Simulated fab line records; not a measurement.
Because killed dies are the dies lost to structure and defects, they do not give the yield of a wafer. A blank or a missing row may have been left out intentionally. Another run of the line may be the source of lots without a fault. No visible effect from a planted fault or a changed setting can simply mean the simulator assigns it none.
Which tool is to blame?    flow nand_harc    17 wafers from 6 lots sampled at 5 of the route's 1302 steps

WHAT THE GAUGES READ, wafer by wafer
NHARC_END_SORT_01.
lot   measured      on         killed_at_array
L193  day 30 16:32  prober-02  67 68

WHAT TOOL EACH LOT RAN ON (gives the tool, then ch and the chambers of the sampled wafers, and finally the start)
lot   NHARC_A_STAIRCASE_ETCH_452                     NHARC_A_STAIRCASE_STRIP_295                    NHARC_A_STAIRCASE_HM_DEP_462   NHARC_A_STAIRCASE_HM_OPEN_463
L192  rie_diel-06 ch 0,3, day 20 20:46 or earlier    rie_diel-06 ch 1,3, day 20 20:46 or earlier    acl_dep-03 ch 0, day 20 20:46  rie_diel-06 ch 1,3, day 20 23:24
L193  rie_diel-10 ch 2,3, day 21 18:46 or earlier    rie_diel-10 ch 0,1, day 21 18:46 or earlier    acl_dep-02 ch 0, day 21 18:46  rie_diel-06 ch 1,3, day 21 21:50
L198  rie_diel-01 ch 0,2, day 22 18:44 or earlier    rie_diel-01 ch 1,2,3, day 22 18:44 or earlier  acl_dep-03 ch 0, day 22 18:44  rie_diel-10 ch 1,2,3, day 22 21:28
L199  rie_diel-10 ch 0,1,2, day 23 02:41 or earlier  rie_diel-10 ch 0,1,3, day 23 02:41 or earlier  acl_dep-01 ch 0, day 23 02:41  rie_diel-01 ch 1,2, day 23 04:54
L205  rie_diel-01 ch 1,2,3, day 26 10:49 or earlier  rie_diel-01 ch 0,1,2, day 26 10:49 or earlier  acl_dep-01 ch 0, day 26 10:49  rie_diel-06 ch 0,1,2, day 26 13:53
L207  rie_diel-06 ch 0,1,2, day 28 04:01 or earlier  rie_diel-06 ch 0,2, day 28 04:01 or earlier    acl_dep-02 ch 0, day 28 04:01  rie_diel-06 ch 1,2,3, day 28 06:47
- NHARC_A_STAIRCASE_ETCH_452: etches the open film in CF4/O2, target depth 30 nm, overetch 3 nm, time 16.5 s.
- NHARC_A_STAIRCASE_STRIP_295: strips in O2.
- NHARC_A_STAIRCASE_HM_DEP_462: deposits aC, target thk 800 nm.
- NHARC_A_STAIRCASE_HM_OPEN_463: chemistry O2/COS.

THE ANSWER, worked out from the rows above alone
Rule: what is usual is taken from the lots themselves. The widest of any qualifying gaps counts: lots, ordered by their means at a reading, are off when they make up no more than a third of the lots, leave a main group of 4 or more, and stand apart from it by 3 or more times the standard deviation of that group's means. A main group is skipped when, at the precision printed for the reading in the tables above, its means are all equal. A lot without any number at a reading at which 4 lots or more have one is off too. The other lots that the step has rows for count as sound.
No lot is off on any of the readings shown, so nothing can be concluded from this.

WHAT THE SIMULATOR HAD PUT IN
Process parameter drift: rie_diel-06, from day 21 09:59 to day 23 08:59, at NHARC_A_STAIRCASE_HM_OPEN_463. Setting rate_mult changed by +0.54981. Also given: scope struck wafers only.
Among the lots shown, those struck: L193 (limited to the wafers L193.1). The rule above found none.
